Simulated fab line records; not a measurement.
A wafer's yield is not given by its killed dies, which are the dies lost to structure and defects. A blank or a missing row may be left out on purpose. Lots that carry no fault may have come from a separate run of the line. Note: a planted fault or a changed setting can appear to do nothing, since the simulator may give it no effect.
Comparing a struck lot with a sound one || flow n5-finfet || 36 out of 1938 route steps
Sound: wafers L789.2, L789.4, L789.6. Struck: wafers L782.2, L782.6 (left out: L782.5, a lot-mate that was not struck); the cause follows at the end.
Each step with rows lists, per side, the tool, then ch with its chambers, then its first start. Under that, the readings that differ: sound wafers || struck wafers || difference of the means || sigmas: that difference in standard deviations of wafers without a fault.
alike: words and numbers the same on both sides, and readings whose means are apart by under 2 such deviations; not compared: readings that were withheld, readings missing a value for some wafer, numbers with overlapping values and no deviation given by the record, and bounds like >300 which may hide the same value.
Wherever a step has rows on one side only, a row that says differs or no value, or a row with sigmas, the two part there. Numbers that have no deviation but don't overlap get no sigmas and don't part them. Lack of a reading on every wafer of one side parts them only where that side has two or more wafers.

first, 7 steps without rows for these wafers: N5_SD_ACTIVATION_RTA_00 (time 0 s); N5_SD_ACTIVATION_LSA_01 (time 0.0008 s); N5_ILD0_LINER_00 (material SiNx, target thk 4 nm, pulse time 1 s, purge time 2 s); N5_ILD0_FCVD_FILL_01 (material SiO2 flowable, target thk 200 nm, time 328.3 s); N5_ILD0_CURE_02 (time 1800 s); N5_ILD0_CMP_03 (polishes, stops on SiNx, t overpolish 1.9 s, target thk 197.38 nm); N5_ILD0_CMP_07 (polishes SiO2 flowable, stops on poly-Si, t overpolish 1.18 s, target thk 138.88 nm).
N5_ILD0_PRECLEAN_10: cleans in NF3:NH3, afs cycles 5, time 20 s, sublimation time 60 s.
  sound on remote-plasma-01 ch 1, day 9 05:25; struck on remote-plasma-02 ch 1, day 7 10:49
{"reading": "time-s (s)", "sound": "20 20 20", "struck": "12.982 12.982", "difference": -7.018, "sigmas": ""}
{"reading": "model.SiO2_flowable_of_ILD0_FCVD_FILL_01.thk-nm (nm)", "sound": "120.8 119.6 120.6", "struck": "126.2 124.6", "difference": "+5.1", "sigmas": ""}
  alike: temp-c
then, 24 steps without rows for these wafers: N5_ILD0_ALD_15 (deposits SiNx, target thk 24 nm, pulse time 1 s, ald cycles 480); N5_ILD0_CMP_12 (polishes SiNx, stops on poly-Si, t overpolish 6 s, target thk 17.67 nm); N5_SDB_HM_DEP_00 (deposits SiNx from SiH4/NH3/N2, target thk 40 nm, time 35.3 s); N5_SDB_COAT_03 (time 60 s, resist thk 100 nm); N5_SDB_COAT_04 (time 60 s, resist thk 18 nm); N5_SDB_COAT_05 (resist thk 90 nm); N5_SDB_EBR_07; N5_SDB_SOFTBAKE_06 (time 60 s); N5_SDB_EXPOSE_08 (exposes mask SDB); N5_SDB_PEB_09 (peb time 60 s); N5_SDB_DEVELOP_10 (develop time 30 s); N5_SDB_DESCUM_16 (chemistry O2, time 7.9 s); N5_SDB_ETCH_17 (etches SiARC in CF4, target depth 23.4 nm, time 39 s); N5_SDB_ETCH_18 (etches SOC in N2/H2, target depth 100 nm, overetch 20 nm, time 150 s); N5_SDB_STRIP_19 (strips in N2/H2); N5_SDB_STRIP_21 (strips in CF4); N5_SDB_HM_OPEN_20 (chemistry CH3F/O2, target SiNx, stops on poly-Si, target depth 24 nm); N5_SDB_STRIP_22 (strips in N2/H2); N5_SDB_PRECLEAN_23 (cleans in dHF, time 30 s); N5_SDB_DUMMY_REMOVE_24 (chemistry TMAH, target poly-Si, stops on SiO2, target depth 142 nm, time 57 s, rinse time 30 s); N5_SDB_ETCH_25 (etches SiO2 in C4F6/O2, target depth 10 nm, time 3.3 s); N5_SDB_CUT_ETCH_26 (etches Si in HBr/Cl2/O2, target depth 129.6 nm, bt time 20 s, time 51.8 s); N5_SDB_PRECLEAN_38 (cleans in dHF, time 10 s); N5_SDB_PRECLEAN_39 (cleans in O3/DIW, time 45 s).
N5_GATE_CUT_THK_MEAS_24:
  struck on film-metro-01, day 8 10:15; sound on film-metro-02, day 10 06:04
{"reading": "GC_FILL_THK (nm)", "sound": "219.6 219.8 221.4", "struck": "224.2 225.4", "difference": "+4.5", "sigmas": "+2"}
N5_MOL_CONTACT_COAG_WET_ETCH_116: etches the open film in SC1-inhibited, target depth 4.6 nm, rinse time 30 s.
  sound on wet-bench-04 ch 3,5,6, day 10 13:02; struck on wet-bench-02 ch 1,7, day 8 18:02
{"reading": "model.SiO2_flowable_of_ILD0_FCVD_FILL_01.thk-nm (nm)", "sound": "112.6 111.4 112.4", "struck": "117.6 116", "difference": "+4.7", "sigmas": ""}
-- a jump in the record: the struck wafers' starts before and after are 3 days apart (it breaks off in module MOL_CONTACT_COAG and resumes in module BEOL_M4, where the first step shown is number 1111 of the route) --
N5_BEOL_M4_RC_MEAS_101:
  sound on prober-01 ch 0, day 13 22:11; struck on prober-01 ch 0, day 11 16:19
{"reading": "VT_P (mV)", "sound": "-252 -253 -248", "struck": "-244 -243", "difference": "+8", "sigmas": "+2"}
  alike: DIBL_N, DIBL_P, IOFF_N, IOFF_P, ION_N, ION_P, SS_N, SS_P, VT_N
-- the record jumps here: 4 days lie between the struck wafers' starts before and after (it left off in module BEOL_M4 and takes up again in module PASSIVATION, whose first step shown is number 1936 of the route) --
N5_PASSIVATION_PROBE_49:
  struck on prober-01, day 16 00:09; sound on prober-01, day 18 00:53
  alike: defect-limited-yield, killed_at_M0_to_M3, killed_at_M4_up, killed-at-contacts, killed-at-front-end, killed-at-other, killed-dies, killed-on-rim, killed-open, killed-short, sort_bin_5_function, sort_bin_6_memory, sort-n-pass, sort-yield-pct

WHERE THEY PART
At N5_GATE_CUT_THK_MEAS_24 first; at N5_BEOL_M4_RC_MEAS_101 last (within this record only). Later steps at which nothing parts them and some readings are alike: N5_PASSIVATION_PROBE_49.

WHY: what had been put in by the simulator
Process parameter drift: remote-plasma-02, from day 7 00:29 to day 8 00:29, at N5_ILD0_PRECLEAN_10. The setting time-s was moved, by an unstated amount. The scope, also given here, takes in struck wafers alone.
